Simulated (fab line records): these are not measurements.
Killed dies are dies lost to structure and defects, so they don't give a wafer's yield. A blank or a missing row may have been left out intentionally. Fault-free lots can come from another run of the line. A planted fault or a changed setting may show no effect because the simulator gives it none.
fab line records    flow n5Finfet
[record] lots = 7  wafers = 39
route steps=1938 shown WELL_APT@26 STI_FIN_REVEAL@198 SD_EPI_N@278 HKMG_FIN@414 MOL_CONTACT_COAG@559 BEOL_M1@820 BEOL_M3@1010 BEOL_M4@1111
startH: start of the lot's first displayed wafer, in hours after the record's first day    waitH: time in hours since the lot's previous step    " the same as in the row above    L1.1+2: a single row standing in for several wafers    - no value, or no start given    * or withheld: withheld    < > ~ a bound
route shown NAME@n: NAME is a module with steps in the file, n the number in the route of the first one    usual: mean/standard deviation of fault-free wafers    same: alike in all rows    chamber/n: place in a boat    sites: readings site by site    _std_site: how widely they spread, as a standard deviation    _edge_site: mean of outer sites minus mean of inner sites    radiusMm: how far each site lies from the wafer's centre    mask NAME#n: copy n    behind: the last tool/chamber to shape the wafer    hold: cause of the lot's hold/its duration in hours/its outcome    device: transistor that didn't switch, given as n, p or np    end of line: the route-end tests of the same wafers    step lacking rows: just its recipe    killed: count of dies lost to structure and defects at first sort (not the wafer's yield)    map: shows each die of a wafer: x if killed, . if not, _ if none is there
set.NAME: the setting as run; set.NAME@STEP: as run at that earlier step    model.NAME: the simulator's own value behind a step, which no gauge read
lots whose settings were changed on purpose; a table a step, a row a wafer
[[steps]]
[step N5_WELL_APT_DEVELOP_07]
[recipe] developTimeS = 45  rinseLiquid = surfactantRinse  dry = airSpin  devTempC = 21
[step N5_STI_FIN_REVEAL_PRECLEAN_17]
[recipe] chemistry = NF3:NH3  afsCycles = 1  tempC = 30  timeS = 20  sublimationTempC = 180  sublimationTimeS = 60  pressureTorr = 3  rfPowerW = 30
[step N5_SD_EPI_N_ETCH_45]
[recipe] chemistry = CH3F/O2  target = SiOCN  targetDepthA = 60  maskMaterial = SOC  ionEnergyEv = 60  biasW = 29  pressureMtorr = 15  sourceW = 410  Ar_flow_sccm = 150  CH3F_flow_sccm = 30  O2_flow_sccm = 20
[step N5_HKMG_FIN_RTA_80]
[recipe] tempC = withheld  timeS = 2  ambient = N2  idleTempC = 600  rampUpCPerS = 150  rampDownCPerS = 60  coolToC = 600
[step N5_MOL_CONTACT_COAG_ALD_27]
[recipe] material = SiOC  targetThkA = 170  tempC = 400  aldPrecursorFamily = carbosiloxane  aldCoReactant = H2-plasma  pulseTimeS = 1.5  timeS = 2720  purgeTimeS = 2  coReactantPurgeTimeS = 2  aldCycles = 340  pressureTorr = 2
[step N5_BEOL_M1_SPUTTER_86]
[recipe] material = Cu  targetThkA = 45  tempC = -20  chamberPressurePa = 0.07  powerW = withheld  timeS = 8.29
[step N5_BEOL_M3_SPUTTER_96]
[step N5_BEOL_M4_RC_MEAS_101]
[usual] IOFF_P_LONG = 0.000103/7.6e-06  VT_N_LVT = 98.6/2.6  VT_P = -251.6/3  VT_P_LONG = -276.5/3
lot.wafer  tool       chamber  startH  waitH  set.developTimeS@WELL_APT_DEVELOP_07  set.timeS@STI_FIN_REVEAL_PRECLEAN_17  set.targetDepthA@SD_EPI_N_ETCH_45  set.timeS@HKMG_FIN_RTA_80  set.aldCycles@MOL_CONTACT_COAG_ALD_27  set.timeS@BEOL_M1_SPUTTER_86  set.targetThkA@BEOL_M3_SPUTTER_96  IOFF_P_LONG[nA/um]  VT_N_LVT[mV]  VT_P[mV]  VT_P_LONG[mV]
L079.1     prober-01  0        191.89  0.0    67.37                                 26.41                                 60                                 2                          340                                    3.852                         32.83                              0.000101            102.2         -257.0    -278.4
L079.2     "          0        "       "      45                                    20                                    32.38                              2.903                      340                                    3.852                         32.83                              7.5e-05             89.2          -261.0    -286.7
L079.3     "          0        "       "      45                                    20                                    60                                 2                          340                                    8.29                          45                                 0.000102            100.6         -253.5    -280.8
L079.4     "          0        "       "      45                                    26.41                                 32.38                              2.903                      340                                    8.29                          45                                 8e-05               90.4          -262.9    -286.1
L079.5     "          0        "       "      67.37                                 20                                    60                                 2.903                      340                                    3.852                         45                                 7.6e-05             88.0          -260.2    -289.4
L079.6     "          0        "       "      67.37                                 26.41                                 32.38                              2                          340                                    8.29                          32.83                              0.0001              102.8         -250.3    -278.5
L077.1     prober-02  0        194.31  0.0    45                                    20                                    60                                 1.204                      340                                    10.88                         64.9                               0.000138            113.5         -244.3    -263.6
L077.2     "          0        "       "      21.92                                 20                                    60                                 1.204                      340                                    8.29                          64.9                               0.000138            112.3         -242.0    -268.1
L077.3     "          0        "       "      45                                    20                                    60                                 1.204                      504                                    8.29                          45                                 0.000138            112.8         -242.1    -266.7
L077.4     "          0        "       "      21.92                                 20                                    60                                 2                          504                                    10.88                         64.9                               0.000103            101.4         -253.7    -275.3
L077.5     "          0        "       "      21.92                                 20                                    60                                 2                          340                                    8.29                          45                                 0.000101            102.5         -254.8    -274.9
L077.6     "          0        "       "      45                                    20                                    60                                 2                          504                                    10.88                         45                                 0.0001              99.1          -252.0    -276.9
L078.1     prober-01  0        198.70  0.0    45                                    25.54                                 60                                 2.691                      510                                    8.29                          45                                 8.9e-05             86.3          -257.3    -283.5
L078.2     "          0        "       "      45                                    25.54                                 60                                 2                          510                                    8.29                          45                                 0.000108            95.6          -249.4    -276.3
L078.3     "          0        "       "      45                                    20                                    87.18                              2                          510                                    8.29                          45                                 0.000112            97.5          -250.9    -275.3
L078.4     "          0        "       "      45                                    20                                    60                                 2                          340                                    8.29                          45                                 0.000106            95.0          -251.0    -278.2
L078.5     "          0        "       "      45                                    20                                    87.18                              2.691                      340                                    8.29                          45                                 8.8e-05             85.0          -257.1    -283.6
L078.6     "          0        "       "      45                                    25.54                                 87.18                              2.691                      340                                    8.29                          45                                 9e-05               85.7          -258.0    -283.9
L084.1     prober-01  0        243.82  0.0    45                                    12.96                                 60                                 2                          340                                    8.29                          45                                 9.7e-05             101.0         -251.8    -279.8
L084.2     "          0        "       "      45                                    20                                    60                                 2                          400                                    8.29                          45                                 0.000101            101.9         -250.0    -278.3
L084.3     "          0        "       "      45                                    20                                    60                                 2                          340                                    8.29                          45                                 0.0001              101.9         -249.7    -277.9
L084.4     "          0        "       "      45                                    12.96                                 60                                 2                          340                                    8.29                          45                                 0.000101            98.8          -250.4    -278.7
L084.5     "          0        "       "      45                                    12.96                                 60                                 2                          400                                    8.29                          45                                 9.6e-05             101.7         -252.3    -277.4
L084.6     "          0        "       "      45                                    20                                    60                                 2                          400                                    8.29                          45                                 9.9e-05             99.8          -251.7    -276.4
L088.1     prober-01  0        252.05  0.0    45                                    20                                    89.14                              2                          340                                    6.024                         36.83                              0.000108            94.9          -249.6    -273.8
L088.2     "          0        "       "      45                                    20                                    60                                 2                          340                                    6.024                         45                                 0.000108            94.9          -246.1    -273.5
L088.3     "          0        "       "      45                                    20                                    60                                 2                          340                                    8.29                          36.83                              0.000109            96.0          -248.8    -272.7
L088.4     "          0        "       "      45                                    20                                    89.14                              2                          140                                    8.29                          45                                 0.00011             94.9          -246.0    -273.7
L088.5     "          0        "       "      45                                    20                                    60                                 2                          140                                    8.29                          45                                 0.000109            95.6          -248.7    -272.6
L088.6     "          0        "       "      45                                    20                                    89.14                              2                          140                                    6.024                         36.83                              0.000108            97.9          -249.3    -275.8
L093.2     prober-01  0        287.10  0.2    45                                    20                                    60                                 2                          340                                    8.29                          45                                 0.000106            100.9         -253.8    -275.0
L093.3     "          0        "       "      45                                    20                                    60                                 2                          340                                    8.29                          45                                 0.000103            98.9          -253.0    -275.9
L093.6     "          0        "       "      45                                    20                                    60                                 2                          340                                    8.29                          45                                 0.000101            99.3          -250.6    -276.1
L096.1     prober-01  0        305.76  0.2    59.81                                 20                                    60                                 2                          432                                    3.395                         45                                 9.6e-05             100.5         -255.3    -280.8
L096.2     "          0        "       "      59.81                                 20                                    60                                 1.167                      340                                    8.29                          45                                 0.00014             117.3         -244.2    -265.6
L096.3     "          0        "       "      59.81                                 20                                    60                                 1.167                      432                                    8.29                          56.64                              0.000136            112.3         -241.9    -264.1
L096.4     "          0        "       "      45                                    20                                    60                                 1.167                      340                                    3.395                         56.64                              0.000136            113.5         -241.1    -265.3
L096.5     "          0        "       "      45                                    20                                    60                                 2                          432                                    8.29                          56.64                              9.9e-05             101.6         -254.2    -275.8
L096.6     "          0        "       "      45                                    20                                    60                                 2                          340                                    3.395                         45                                 0.000101            100.9         -253.5    -280.1
[[key]]
[split] step = N5_WELL_APT_DEVELOP_07  setting = developTimeS  statedAs = 45
response none clear
[split] step = N5_STI_FIN_REVEAL_PRECLEAN_17  setting = timeS  statedAs = 20
response none clear
[split] step = N5_SD_EPI_N_ETCH_45  setting = targetDepthA  statedAs = 60
response none clear
[split] step = N5_HKMG_FIN_RTA_80  setting = timeS  statedAs = 2
[response] step = N5_BEOL_M4_RC_MEAS_101  reading = VT_N_LVT  slope = -0.302  per = 1%  togetherWith = all  explained = 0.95
[response] step = N5_BEOL_M4_RC_MEAS_101  reading = IOFF_P_LONG  slope = -7.26e-07  per = 1%  togetherWith = all  explained = 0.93
[response] step = N5_BEOL_M4_RC_MEAS_101  reading = VT_P_LONG  slope = -0.232  per = 1%  togetherWith = all  explained = 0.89
[response] step = N5_BEOL_M4_RC_MEAS_101  reading = VT_P  slope = -0.225  per = 1%  togetherWith = all  explained = 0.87
[split] step = N5_MOL_CONTACT_COAG_ALD_27  setting = aldCycles  statedAs = 340
response none clear
[split] step = N5_BEOL_M1_SPUTTER_86  setting = timeS  statedAs = 8.29
response none clear
[split] step = N5_BEOL_M3_SPUTTER_96  setting = targetThkA  statedAs = 45
response none clear
